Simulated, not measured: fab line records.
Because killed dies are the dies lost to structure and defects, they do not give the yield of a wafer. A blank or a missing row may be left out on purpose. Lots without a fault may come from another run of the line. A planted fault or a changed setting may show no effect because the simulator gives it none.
The same fault as seen by 2 desks / flow n5_finfet / each desk has only its own numbers; what lay behind them comes last

== FROM THE METROLOGY DESK ==
What the gauges read for every lot (on any tool): the sampled wafers with a number, averaged. If a lot's mean is further than 4 standard deviations from the usual mean, the lot is out of limits and carries the mark OUT (the distance appears in the brackets). It has 10 readings; the 7 that lie furthest out on some lot are the ones shown.
Columns: A = DIBL_N at N5_BEOL_M4_RC_MEAS_101, usual 35.4 mV/V; B = DIBL_P at N5_BEOL_M4_RC_MEAS_101, usual 34.8 mV/V; C = IOFF_P at N5_BEOL_M4_RC_MEAS_101, usual 0.19 nA/um; D = ION_N at N5_BEOL_M4_RC_MEAS_101, usual 677 uA/um; E = SS_N at N5_BEOL_M4_RC_MEAS_101, usual 71.4 mV/dec; F = SS_P at N5_BEOL_M4_RC_MEAS_101, usual 72.9 mV/dec; G = VT_P at N5_BEOL_M4_RC_MEAS_101, usual -251 mV
lot=L973; first seen here=day 8 15:35; A=33.8; B=31.0; C=0.18; D=675; E=70.7; F=72.7; G=-250
lot=L976; first seen here=day 9 08:47; A=34.6; B=33.6; C=0.18; D=678; E=71.4; F=73.1; G=-251
lot=L980; first seen here=day 10 09:54; A=33.5; B=33.0; C=0.20; D=667; E=70.8; F=72.5; G=-249
lot=L979; first seen here=day 10 10:50; A=36.8; B=35.3; C=0.21; D=690; E=70.7; F=73.3; G=-250
lot=L988; first seen here=day 12 14:59; A=36.5; B=37.0; C=0.22; D=676; E=71.5; F=73.4; G=-248
lot=L992; first seen here=day 13 14:53; A=37.1; B=35.8; C=0.17; D=678; E=71.7; F=73.7; G=-254
Result from this desk: across the 6 lots, nothing is out of limits.

== FOR THE TOOL OWNER'S DESK: rie_diel-03 ==
The tool's own readings at N5_MOL_CONTACT_COAG_ETCH_47 (etches SiNx in CH3F/O2, stops on W, target depth 27 nm): means of the sampled wafers that have a number, for each lot that ran on this tool. If a lot's mean is further than 4 standard deviations from the usual mean, the lot is out of limits and carries the mark OUT (the distance appears in the brackets). It has 8 readings; the 7 that lie furthest out on some lot are the ones shown.
Columns: A = O2_flow_sccm at N5_MOL_CONTACT_COAG_ETCH_47, usual 20.00 sccm; B = drypump_motor_current_A at N5_MOL_CONTACT_COAG_ETCH_47, usual 5.65 A; C = etch_rf_on_time_s at N5_MOL_CONTACT_COAG_ETCH_47, usual 30.5 s; D = oes_product_au at N5_MOL_CONTACT_COAG_ETCH_47, usual 0.71 a.u.; E = rf_vpp_V at N5_MOL_CONTACT_COAG_ETCH_47, usual 296 V; F = showerhead_plenum_p_Torr at N5_MOL_CONTACT_COAG_ETCH_47, usual 2.00 Torr; G = throttle_valve_pct at N5_MOL_CONTACT_COAG_ETCH_47, usual 16.43 %
lot=L976; first seen here=day 6 11:29; A=19.98; B=5.65; C=30.5; D=0.70; E=295; F=2.01; G=16.41
lot=L979; first seen here=day 7 07:46; A=20.06; B=5.55; C=30.1; D=0.64; E=306; F=2.06; G=16.70
lot=L980; first seen here=day 7 10:37; A=20.02; B=5.58; C=30.8; D=0.73; E=297; F=2.05; G=16.41
lot=L988; first seen here=day 9 09:38; A=19.93; B=5.65; C=30.4; D=0.71; E=290; F=1.98; G=16.33
lot=L992; first seen here=day 10 10:14; A=20.04; B=5.46; C=30.7; D=0.62; E=302; F=1.97; G=16.72
Result from this desk: across the 5 lots, nothing is out of limits.

== TAKEN TOGETHER ==
Nothing out of limits was seen by the metrology desk.
The desk of the tool owner found nothing out of limits.

== WHAT WAS PUT IN BY THE SIMULATOR ==
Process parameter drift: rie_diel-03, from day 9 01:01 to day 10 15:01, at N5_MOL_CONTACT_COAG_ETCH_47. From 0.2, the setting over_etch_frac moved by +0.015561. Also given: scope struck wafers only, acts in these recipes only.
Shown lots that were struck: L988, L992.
